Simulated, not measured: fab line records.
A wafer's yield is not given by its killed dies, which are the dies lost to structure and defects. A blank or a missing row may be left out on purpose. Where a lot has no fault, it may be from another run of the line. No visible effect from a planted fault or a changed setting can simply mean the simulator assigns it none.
A lot that was struck, set against a sound lot / flow n5Finfet / 19 out of 1938 route steps
Sound: the wafers L576.3, L576.4, L576.6. The struck wafers were L570.2, L570.5, L570.6. The cause is given at the end.
For every step that has rows: the tool of each side, followed by ch and its chambers, followed by its first start. Under that, the readings that differ: sound wafers / struck wafers / difference of the means / sigmas: that difference in standard deviations of wafers without a fault.
alike: words and numbers the same on both sides, and readings whose means are apart by under 2 such deviations; not compared: readings that were withheld, readings missing a value for some wafer, numbers with overlapping values and no deviation given by the record, and bounds like >300 which may hide the same value.
The two part at a step that has a row with sigmas, a row that says differs or no value, or rows on one side only. Non-overlapping numbers with no deviation appear without sigmas and do not part them. A reading missing from all wafers of one side parts the sides only when that side holds two or more wafers.

first, 7 steps without rows for these wafers: N5_BEOL_M11_COAT_60 (time 60 s, resist thk 30 nm); N5_BEOL_M11_COAT_05 (resist thk 90 nm); N5_BEOL_M11_EBR_07; N5_BEOL_M11_SOFTBAKE_06 (time 60 s); N5_BEOL_M11_EXPOSE_08 (exposes mask M11); N5_BEOL_M11_PEB_09 (peb time 60 s); N5_BEOL_M11_DEVELOP_10 (develop time 30 s).
N5_BEOL_M11_CD_MEAS_11 targets a cd of 64.1 nm.
  sound on cdSem-02 ch 0, day 15 07:35; struck on cdSem-02 ch 0, day 14 14:56
  alike: cdNm
N5_BEOL_M11_OVL_MEAS_12:
  sound on overlay-01 ch 0, day 15 07:37; struck on overlay-01 ch 0, day 14 14:58
  alike: M11_OVL
N5_BEOL_M11_INSPECT_13: inspects for defects (brightfield).
  sound on defectInspect-01 at day 15 07:38; struck on defectInspect-01 at day 14 14:59
  alike: rawDefectCount
N5_BEOL_M11_DESCUM_16: chemistry O2, time 7.9 s.
  sound on rieDiel-06 ch 0,3, day 15 07:40; struck on rieDiel-06 ch 2,3, day 14 15:01
  alike: drypumpMotorCurrentA, oesProductAu, rfVppV, showerheadPlenumPTorr, throttleValvePct
  not compared: rfHoursCounterH
N5_BEOL_M11_ETCH_61: etches SiARC in CF4, target depth 39 nm, time 65 s.
  sound on rieDiel-06 ch 0,3, day 15 07:42; struck on rieDiel-06 ch 2,3, day 14 15:03
  alike: biasW, cf4FlowSccm, drypumpMotorCurrentA, etchRfOnTimeS, mfcArSccm, oesProductAu, rfVppV, showerheadPlenumPTorr, throttleValvePct
  not compared: rfHoursCounterH
N5_BEOL_M11_ETCH_62: etches SOC in N2/H2, target depth 110 nm, overetch 22 nm, time 165 s.
  sound on rieDiel-06 ch 0,3, day 15 07:45; struck on rieDiel-06 ch 2,3, day 14 15:06
  no value came back on the struck wafers for any of 7 readings (biasW (W), chamberPressureMTorr (mTorr) and others); on the sound wafers biasW (W) reads 150.0 150.9 150.1
reading=model.CAR-ArF_of_BEOL_M11_COAT_05.thkNm (nm); sound=0 0 0; struck=55.4 55.8 55.6; difference=+55.6; sigmas=
reading=model.SiARC_of_BEOL_M11_COAT_60.thkNm (nm); sound=23.4 23.4 23.4; struck=29.8 29.8 30; difference=+6.5; sigmas=
  not compared: rfHoursCounterH
then, 1 step without rows for these wafers: N5_BEOL_M11_STRIP_68 (strips in N2/H2).
N5_BEOL_M11_STRIP_67: strips in CF4.
  sound on rieDiel-06 ch 0,3, day 15 07:54; struck on rieDiel-06 ch 2,3, day 14 15:15
  alike: cf4FlowSccm, drypumpMotorCurrentA, oesProductAu, rfVppV, showerheadPlenumPTorr, throttleValvePct
  not compared: rfHoursCounterH
N5_BEOL_M11_HM_OPEN_17: chemistry Cl2/BCl3, target TiN, target depth 20 nm, overetch 6 nm.
  sound on rieMetal-03 ch 0,1, day 15 07:58; struck on rieMetal-02 ch 0,1, day 14 15:17
reading=oesProductAu (a.u.); sound=0.64 0.70 0.65; struck=0.28 0.32 0.29; difference=-0.37; sigmas=-9
  alike: drypumpMotorCurrentA, mfcArSccm, throttleValvePct
  not compared: rfHoursCounterH
N5_BEOL_M11_STRIP_19: strips in O2.
  sound on rieDiel-05 ch 0,2, day 15 08:03; struck on rieDiel-05 ch 1,2, day 14 15:25
  alike: drypumpMotorCurrentA, oesProductAu, rfVppV, showerheadPlenumPTorr, throttleValvePct
  not compared: rfHoursCounterH
N5_BEOL_M11_CD_MEAS_18: pitch 140 nm, target cd 70 nm.
  sound on cdSem-03 at day 15 08:07; struck on cdSem-02 at day 14 15:29
reading=cdNm (nm); sound=70.9 69.8 70.4; struck=- - -; difference=no value on the struck wafers; sigmas=
then, 1 step without rows for these wafers: N5_BEOL_M11_COAT_63 (time 60 s, resist thk 100 nm).

WHERE THEY PART
Earliest at N5_BEOL_M11_ETCH_62; latest, in this record, at N5_BEOL_M11_CD_MEAS_18.

WHY: the cause the simulator had injected
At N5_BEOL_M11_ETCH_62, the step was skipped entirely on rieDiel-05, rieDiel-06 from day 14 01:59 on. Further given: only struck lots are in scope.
